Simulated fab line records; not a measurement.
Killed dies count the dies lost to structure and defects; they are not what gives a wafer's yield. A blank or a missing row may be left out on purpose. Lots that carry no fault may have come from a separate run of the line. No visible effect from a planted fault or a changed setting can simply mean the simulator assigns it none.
Struck lot and sound lot, side by side | flow nandHarc | 17 steps out of a route of 1302
Sound: the wafers L479.1, L479.2, L479.5. Struck: wafer L488.2. (L488.3, L488.5 of the same lot were not struck and are left out.) The cause comes at the end.
At each step with rows: each side's tool, then ch and its chambers, then its first start. Under that, the readings that differ: sound wafers | struck wafers | difference of the means | sigmas: that difference in standard deviations of wafers without a fault.
alike: same words and numbers on both sides, and readings whose means sit less than 2 such deviations apart. not compared: any withheld reading, any reading some wafer has no value for, any bound like >300 that may hide the same value, and any number with overlapping values for which the record gives no deviation.
A row with sigmas, a row that says differs or no value, or rows on one side alone: a step with any of these is where the two part. Numbers that don't overlap but have no deviation are shown without sigmas and don't part them. A reading that every wafer of one side lacks parts them only if that side has two wafers or more.

NHARC_P_M2_INSPECT_11:
  sound on defectInspect-01, day 8 09:35; struck on defectInspect-02, day 12 05:52
  alike: rawDefectCount
then, 1 step without rows for these wafers: NHARC_P_M2_DESCUM_14 (chemistry O2, time 3 s).
NHARC_P_M2_ETCH_35: etches the open film in N2/H2, target depth 40 nm, overetch 12 nm, time 43.94 s.
  sound on rieDiel-11 ch 0,1, day 8 09:44; struck on rieDiel-05 ch 3, day 12 06:01
  alike: chamberPressureMTorr, drypumpMotorCurrentA, oesProductAu, rfVppV, showerheadPlenumPTorr, throttleValvePct
  not compared: rfHoursCounterH
then, 1 step without rows for these wafers: NHARC_P_M2_ETCH_15 (etches the open film in C4F8/Ar, target depth 182.5 nm, time 91.2 s).
NHARC_P_M2_CD_MEAS_16:
  sound on cdSem-03, day 8 09:57; struck on cdSem-01, day 12 06:14
  alike: cdNm
NHARC_P_M2_STRIP_18: strips in N2/H2.
  sound on rieDiel-05 ch 0,1,3, day 8 10:05; struck on rieDiel-11 ch 2, day 12 06:19
reading             | sound             | struck | difference | sigmas
oesProductAu (a.u.) | 0.979 0.962 0.983 | 1.003  | +0.028     | +2
  alike: chamberPressureMTorr, drypumpMotorCurrentA, rfVppV, showerheadPlenumPTorr, throttleValvePct
  not compared: rfHoursCounterH
NHARC_P_M2_ETCH_28: etches the open film in CF4/N2, target depth 30 nm, time 72.99 s.
  sound: rieDiel-05 ch 0,2,3; struck: rieDiel-11 ch 1
  alike: chamberPressureMTorr, drypumpMotorCurrentA, oesProductAu, rfVppV, showerheadPlenumPTorr, throttleValvePct
  not compared: rfHoursCounterH
then, 2 steps without rows for these wafers: NHARC_P_M2_STRIP_19 (strips in post etch residue remover, time 600 s); NHARC_P_M2_DEGAS_29 (time 60 s).
NHARC_P_M2_PRE_CLEAN_30: time 30 s.
  sound on pvdSputter-01; struck on pvdSputter-03
  alike: heaterPowerW
then, 1 step without rows for these wafers: NHARC_P_M2_PVD_20 (deposits TaN, target thk 5 nm, time 8.06 s).
NHARC_P_M2_PVD_21: deposits Cu, target thk 30 nm, time 20.49 s.
  sound on pvdSputter-01; struck on pvdSputter-03
reading              | sound          | struck | difference | sigmas
throttleValvePct (%) | 31.8 31.9 31.6 | 29.2   | -2.6       | -2
NHARC_P_M2_ECD_22: material Cu, target thk 400 nm.
  sound on ecdCu-01 ch 0,1, day 8 11:04; struck on ecdCu-01 ch 0, day 12 07:20
then, 1 step without rows for these wafers: NHARC_P_M2_ANNEAL_31 (time 90 s).
NHARC_P_M2_CMP_23: polishes, t overpolish 20 s, target thk 144.3 nm.
  sound on cmp-03 ch 0,1,2, day 8 11:49; struck on cmp-03 ch 0, day 12 08:01
reading             | sound    | struck | difference | sigmas
timeToEndpointS (s) | 30 31 38 | 14     | -19        | -5
  alike: edgeZonePressureFrac, motorCurrentA
NHARC_P_M2_THK_MEAS_24: measures by xrf.
  sound on filmMetro-01, day 8 12:06; struck on filmMetro-01, day 12 08:20
  alike: thkNm
-- record jumps: 18 days between struck wafers' starts before vs after; left off in module P_M2, resumes in module END, first step shown is number 1302 of the route --
NHARC_END_SORT_01:
  the record has rows for the struck wafers here (prober-01 ch 0, day 30 08:45) and none for the sound ones

== WHERE THEY PART ==
Earliest at NHARC_P_M2_STRIP_18; latest, in this record, at NHARC_END_SORT_01.

WHY: what the simulator had put in
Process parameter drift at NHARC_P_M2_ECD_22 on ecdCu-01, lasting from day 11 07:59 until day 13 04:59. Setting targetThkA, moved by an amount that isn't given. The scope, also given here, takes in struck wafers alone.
